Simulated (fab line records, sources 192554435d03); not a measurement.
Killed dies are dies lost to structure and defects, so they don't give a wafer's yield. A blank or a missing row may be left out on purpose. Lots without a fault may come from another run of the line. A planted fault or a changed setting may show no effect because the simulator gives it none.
Chamber matching | flow n5_finfet | N5_BEOL_M10_ETCH_65 on rie_diel-05: 4 sister chambers
The step etches SiARC in CF4, target depth 39 nm, time 65 s. 4 wafers are shown with their chamber, then 9 later ones without.

WAFERS WITH THEIR CHAMBER
wafer  | chamber | showerhead_plenum_p_Torr (Torr)
L085.6 | 0       | 2.08
L088.1 | 3       | 2.20
L088.4 | 1       | 2.16
L088.6 | 2       | 2.26

WAFERS WITHOUT THEIR CHAMBER
wafer  | showerhead_plenum_p_Torr (Torr)
L091.2 | 2.08
L091.4 | 2.15
L091.6 | 2.26
L094.1 | 2.08
L094.3 | 2.15
L094.4 | 2.08
L096.3 | 2.08
L096.4 | 2.19
L096.5 | 2.19

WHICH CHAMBER EACH WENT THROUGH
wafer  | from the rows above | in truth
L091.2 | 0                   | 0
L091.4 | 1                   | 1
L091.6 | 2                   | 2
L094.1 | 0                   | 0
L094.3 | 1                   | 1
L094.4 | 0                   | 0
L096.3 | 0                   | 0
L096.4 | 3                   | 3
L096.5 | 3                   | 3
Placed correctly: 9 of 9. Can't be placed from these rows: 0. Placed wrongly: 0.
How it was worked out, from the rows above alone: a wafer's distance from a chamber is the root of the sum, over the readings, of the square of ((its reading less the chamber's mean) divided by the reading's scatter). The wafer belongs to the nearest chamber; if the next one is less than 2 further off, it can't be placed. A chamber's mean is the mean of its shown wafers. The scatter: with one shown wafer a chamber, the root of the mean of the squares of how far each hidden wafer lies from its nearest shown one.
